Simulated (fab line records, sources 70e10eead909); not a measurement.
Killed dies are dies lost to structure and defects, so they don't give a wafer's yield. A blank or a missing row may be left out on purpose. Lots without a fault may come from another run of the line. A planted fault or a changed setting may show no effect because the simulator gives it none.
Which tool did it? | flow nand_harc | 13 lots, 39 wafers sampled, at 5 steps of a route of 1159

WHAT THE GAUGES READ, wafer by wafer
NHARC_P_ZERO_WELL_CD_MEAS_11: target cd 500 nm. Usual: cd_nm 500.0 nm, standard deviation 1.4.
lot  | measured    | on        | cd_nm (nm)        | flag
L336 | day 1 13:14 | cd_sem-03 | 498.7 500.6 500.0 |
L338 | day 2 01:08 | cd_sem-02 | 498.3 498.5 500.0 |
L340 | day 2 13:08 | cd_sem-02 | 499.3 501.4 502.7 |
L345 | day 3 19:07 | cd_sem-01 | 501.9 500.6 499.9 |
L346 | day 4 01:14 | cd_sem-01 | 500.4 500.7 502.0 |
L347 | day 4 07:14 | cd_sem-03 | 500.0 499.0 499.5 |
L351 | day 5 07:15 | cd_sem-02 | 498.1 500.5 499.3 |
L352 | day 5 13:07 | cd_sem-02 | 502.4 501.7 500.6 |
L353 | day 5 19:22 | cd_sem-02 | 499.8 498.6 500.1 |
L355 | day 6 07:15 | cd_sem-03 | 498.3 499.2 500.6 |
L356 | day 6 13:07 | cd_sem-01 | 499.0 498.1 495.6 |
L357 | day 6 19:14 | cd_sem-03 | 501.1 500.9 502.2 |
L358 | day 7 01:16 | cd_sem-01 | 500.6 500.7 500.0 |

NHARC_P_STI_OVL_MEAS_10. Usual: overlay_x_nm 1 nm, standard deviation 5.3; overlay_y_nm 0 nm, standard deviation 6.5.
lot  | measured    | on         | overlay_x_nm (nm) | overlay_y_nm (nm) | flag
L336 | day 2 13:05 | overlay-02 | -2 -2 -2          | 9 9 9             |
L338 | day 2 20:20 | overlay-01 | 6 6 5             | 11 12 11          |
L340 | day 3 10:40 | overlay-02 | -3 -3 -3          | 11 11 12          |
L345 | day 4 16:58 | overlay-01 | 4 3 3             | -1 -1 -1          |
L346 | day 5 00:03 | overlay-01 | 7 7 8             | -1 -1 -1          |
L347 | day 5 04:58 | overlay-01 | 10 11 11          | 7 7 7             |
L351 | day 6 06:58 | overlay-01 | -4 -4 -5          | -2 -1 -1          |
L352 | day 6 13:11 | overlay-01 | 1 1 1             | 3 2 3             |
L353 | day 6 20:11 | overlay-01 | -5 -5 -6          | 14 14 15          |
L355 | day 7 05:03 | overlay-01 | 5 4 5             | -2 -2 -2          |
L356 | day 7 10:58 | overlay-01 | 4 4 3             | 3 3 3             |
L357 | day 7 17:52 | overlay-02 | -7 -8 -7          | -6 -6 -6          |
L358 | day 8 01:50 | overlay-01 | 7 6 7             | -2 -1 -2          |

NHARC_P_STI_INSPECT_25. Usual: raw_defect_count 211, standard deviation 84.
lot  | measured    | on                | raw_defect_count | flag
L336 | day 3 13:40 | defect_inspect-02 | 286 159 138      |
L338 | day 4 02:35 | defect_inspect-02 | 161 373 268      |
L340 | day 4 10:34 | defect_inspect-01 | 280 143 160      |
L345 | day 5 18:10 | defect_inspect-01 | 115 163 242      |
L346 | day 6 06:18 | defect_inspect-01 | 139 209 111      |
L347 | day 6 06:18 | defect_inspect-02 | 150 245 202      |
L351 | day 7 11:39 | defect_inspect-02 | 273 230 210      |
L352 | day 7 17:38 | defect_inspect-01 | 221 146 113      |
L353 | day 8 01:39 | defect_inspect-02 | 112 322 298      |
L355 | day 8 08:34 | defect_inspect-01 | 133 159 119      |
L356 | day 8 17:01 | defect_inspect-02 | 115 158 148      |
L357 | day 9 00:38 | defect_inspect-02 | 194 138 211      |
L358 | day 9 06:44 | defect_inspect-01 | 214 153 203      |

NHARC_END_SORT_01. Usual: killed_at_array 28, standard deviation 11; killed_at_other 0.8, standard deviation 1.3; killed_at_periphery 3.6, standard deviation 2.5; killed_dies 32, standard deviation 11; killed_open 3.0, standard deviation 1.8; killed_short 2.0, standard deviation 1.5.
lot  | measured     | on        | killed_at_array | killed_at_other | killed_at_periphery | killed_dies | killed_open | killed_short | flag
L346 | day 22 05:19 | prober-02 | 33 24 27        | 0 0 0           | 644 653 650         | 677 677 677 | 3 3 2       | 2 2 2        | OFF
L347 | day 22 04:41 | prober-01 | 38 24 34        | 1 1 0           | 638 652 643         | 677 677 677 | 2 6 2       | 6 0 6        | OFF

WHICH TOOL RAN EACH LOT (tool, then ch and the chambers of the sampled wafers, then the start)
lot  | NHARC_P_STI_ETCH_31
L336 | rie_diel-03 ch 0,3, day 2 13:26
L338 | rie_diel-08 ch 0,1,3, day 2 20:41
L340 | rie_diel-03 ch 0,2,3, day 3 11:01
L345 | rie_diel-08 ch 0,2, day 4 17:19
L346 | rie_diel-12 ch 0,1, day 5 00:24
L347 | rie_diel-03 ch 0,2,3, day 5 05:19
L351 | rie_diel-12 ch 0,2,3, day 6 07:19
L352 | rie_diel-12 ch 1,2,3, day 6 13:32
L353 | rie_diel-12 ch 0,2, day 6 20:31
L355 | rie_diel-03 ch 0,1,3, day 7 05:23
L356 | rie_diel-03 ch 1,3, day 7 11:18
L357 | rie_diel-12 ch 0,1,2, day 7 18:13
L358 | rie_diel-12 ch 1,2, day 8 02:10
- NHARC_P_STI_ETCH_31: etches the open film in CF4/CHF3, target depth 108.9 nm, time 54.5 s.

WHAT THE TOOLS THEMSELVES READ (means of the sampled wafers that have a number; where no wafer has one, the mark that the record gives instead)
NHARC_P_STI_ETCH_31. Usual: bias_w 199.9 W, standard deviation 0.61; cf4_flow_sccm 100.02 sccm, standard deviation 0.29; chamber_pressure_mTorr 25.000 mTorr, standard deviation 0.023; drypump_motor_current_A 5.7 A, standard deviation 0.31; oes_product_au 0.963 a.u., standard deviation 0.017; rf_vpp_V 371.6 V, standard deviation 2.1; showerhead_plenum_p_Torr 1.60 Torr, standard deviation 0.058; throttle_valve_pct 16.803 %, standard deviation 0.0081.
lot  | tool        | bias_w (W) | cf4_flow_sccm (sccm) | chamber_pressure_mTorr (mTorr) | drypump_motor_current_A (A) | oes_product_au (a.u.) | rf_vpp_V (V) | showerhead_plenum_p_Torr (Torr) | throttle_valve_pct (%) | flag
L336 | rie_diel-03 | 199.3      | 100.16               | 24.979                         | 5.5                         | 0.970                 | 370.9        | 1.61                            | 16.791                 |
L338 | rie_diel-08 | 200.3      | 99.86                | 24.994                         | 5.5                         | 0.960                 | 373.2        | 1.63                            | 16.803                 |
L340 | rie_diel-03 | 200.1      | 100.20               | 25.004                         | 5.6                         | 0.968                 | 372.7        | 1.64                            | 16.800                 |
L345 | rie_diel-08 | 199.7      | 100.16               | 24.999                         | 5.2                         | 0.972                 | 372.0        | 1.61                            | 16.805                 |
L346 | rie_diel-12 | -          | -                    | -                              | -                           | -                     | -            | -                               | -                      | OFF
L347 | rie_diel-03 | -          | -                    | -                              | -                           | -                     | -            | -                               | -                      | OFF
L351 | rie_diel-12 | 200.0      | 100.01               | 24.988                         | 6.0                         | 0.983                 | 371.5        | 1.61                            | 16.804                 |
L352 | rie_diel-12 | 200.4      | 100.18               | 25.013                         | 5.8                         | 0.948                 | 371.3        | 1.59                            | 16.804                 |
L353 | rie_diel-12 | 200.0      | 99.75                | 25.018                         | 6.0                         | 0.974                 | 372.9        | 1.66                            | 16.801                 |
L355 | rie_diel-03 | 200.3      | 100.05               | 24.989                         | 5.4                         | 0.927                 | 372.1        | 1.63                            | 16.804                 |
L356 | rie_diel-03 | 200.7      | 100.03               | 25.031                         | 5.4                         | 0.963                 | 371.9        | 1.63                            | 16.805                 |
L357 | rie_diel-12 | 200.1      | 100.11               | 24.993                         | 5.9                         | 0.945                 | 370.9        | 1.60                            | 16.795                 |
L358 | rie_diel-12 | 200.6      | 99.89                | 25.000                         | 5.7                         | 0.964                 | 370.9        | 1.58                            | 16.806                 |

THE ANSWER, worked out from the rows above alone
Rule: a lot is off if the mean of its wafers that have a number lies more than 3 standard deviations from the usual mean. A lot without any number at a reading at which 4 lots or more have one is off too. The other lots that the step has rows for count as sound. The gauges are gone through in route order, then the tools' own readings, and for those a lot's mean is taken as printed above. The first step at which some lot is off is used, and at that step the reading that is off furthest; a lot without a number counts as furthest.
Off: L346, L347, at NHARC_END_SORT_01 (killed_at_periphery). Neither off nor sound, because the step has no rows for them: L336, L338, L340, L345, L351, L352, L353, L355, L356, L357, L358.
A tool fits if, at a process step before that reading, it ran every lot that is off, and no sound lot after the first of them. The gauges at NHARC_END_SORT_01 aren't tried: what is off there is off at NHARC_P_STI_ETCH_31 too, on other tools, and a gauge's error can't cause that. None of those tried fits.

WHAT THE SIMULATOR HAD PUT IN
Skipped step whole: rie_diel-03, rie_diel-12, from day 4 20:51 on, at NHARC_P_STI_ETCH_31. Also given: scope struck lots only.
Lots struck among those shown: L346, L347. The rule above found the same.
